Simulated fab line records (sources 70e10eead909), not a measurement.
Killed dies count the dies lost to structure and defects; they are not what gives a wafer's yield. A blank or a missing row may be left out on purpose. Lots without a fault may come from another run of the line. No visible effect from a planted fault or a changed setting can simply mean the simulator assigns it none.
A lot that was struck, set against a sound lot    flow nand_harc    13 steps out of a route of 1302
Sound: the wafers L697.2, L697.3, L697.4. Wafers struck: L690.1, L690.2, L690.6. The cause comes at the end.
Per side, at each step with rows, come the tool, then ch with its chambers, and then its first start. Under that, the readings that differ: sound wafers    struck wafers    difference of the means    sigmas: that difference in standard deviations of wafers without a fault.
alike: words and numbers the same on both sides, and readings whose means are apart by under 2 such deviations; not compared: readings that were withheld, readings missing a value for some wafer, numbers with overlapping values and no deviation given by the record, and bounds like >300 which may hide the same value.
The two part at a step that has a row with sigmas, a row that says differs or no value, or rows on one side only. Numbers that don't overlap but have no deviation are shown without sigmas and don't part them. A reading missing from all wafers of one side parts the sides only when that side holds two or more wafers.

first, 1 step without rows for these wafers: NHARC_A_WL_FILL_ALD_02 (deposits TiN, target thk 2 nm, pulse time 3 s, ald cycles 100).
NHARC_A_WL_FILL_CVD_03: deposits W, target thk 40 nm, time 279 s.
  sound on cvd_w-01 ch 0,1, day 26 21:10; struck on cvd_w-01 ch 0,1, day 25 02:02
  alike: heater_power_w, throttle_valve_pct
  not compared: since_wet_clean_h
NHARC_A_WL_FILL_ETCHBACK_04: etches the open film in NF3, target depth 60 nm, time 120 s.
  sound on rie_metal-03 ch 0,1, day 26 21:35; struck on rie_metal-02 ch 0,1, day 25 02:24
reading                      sound        struck       difference  sigmas
drypump_motor_current_A (A)  4.9 5.5 4.9  6.2 5.9 6.2  +1.0        +2
  alike: chamber_pressure_mTorr, oes_product_au
  not compared: rf_hours_counter_h
NHARC_A_WL_FILL_ETCHBACK_05: etches the open film in Cl2/BCl3, target depth 22 nm, time 60 s.
  sound on rie_metal-03 ch 0,1, day 26 21:49; struck on rie_metal-02 ch 0,1, day 25 02:39
reading                      sound        struck       difference  sigmas
drypump_motor_current_A (A)  4.9 5.4 4.9  5.9 6.2 5.9  +0.9        +2
  alike: chamber_pressure_mTorr, oes_product_au
  not compared: rf_hours_counter_h
NHARC_A_WL_FILL_STRIP_27: strips in N2/H2, time 20 s.
  sound on plasma_asher-01 ch 0,1, day 26 21:56; struck on plasma_asher-01 ch 0,1, day 25 02:47
  alike: drypump_motor_current_A, heater_power_w
  not compared: rf_hours_counter_h
then, 4 steps without rows for these wafers: NHARC_A_WL_FILL_STRIP_28 (strips in post etch residue remover, time 1200 s); NHARC_A_WL_FILL_PRECLEAN_06 (cleans in DIW, time 300 s); NHARC_A_WL_FILL_SRD_07; NHARC_A_WL_FILL_ANNEAL_08 (time 1800 s).
NHARC_A_WL_FILL_ALD_10: deposits SiO2, target thk 50 nm, pulse time 10 s, ald cycles 500.
  sound on ald_hk-03 ch 0,1,3, day 27 03:55; struck on ald_hk-03 ch 0,3, day 25 08:41
  alike: heater_power_w, precursor_pulse_height_rel
  not compared: since_wet_clean_h
NHARC_A_WL_FILL_ETCHBACK_16: etches the open film in C4F8/O2/Ar, target depth 120 nm, time 24 s.
  sound on rie_diel-07 ch 0,1,3, day 27 08:01; struck on rie_diel-07 ch 0,2,3, day 25 12:48
  no value came back on the struck wafers for any of 5 readings (bias_w (W), chamber_pressure_mTorr (mTorr) and others); on the sound wafers bias_w (W) reads 799.0 804.0 801.0
then, 1 step without rows for these wafers: NHARC_A_WL_FILL_STRIP_29 (strips in O2, time 20 s).
-- record jumps: 4 days between struck wafers' starts before vs after; left off in module A_WL_FILL, resumes in module END, first step shown is number 1302 of the route --
NHARC_END_SORT_01:
  the record has rows for the struck wafers here (prober-01 ch 0, day 29 12:37) and none for the sound ones

## WHERE THEY PART
First at NHARC_A_WL_FILL_ETCHBACK_04; last, within this record, at NHARC_END_SORT_01.

WHY: whatever the simulator had introduced
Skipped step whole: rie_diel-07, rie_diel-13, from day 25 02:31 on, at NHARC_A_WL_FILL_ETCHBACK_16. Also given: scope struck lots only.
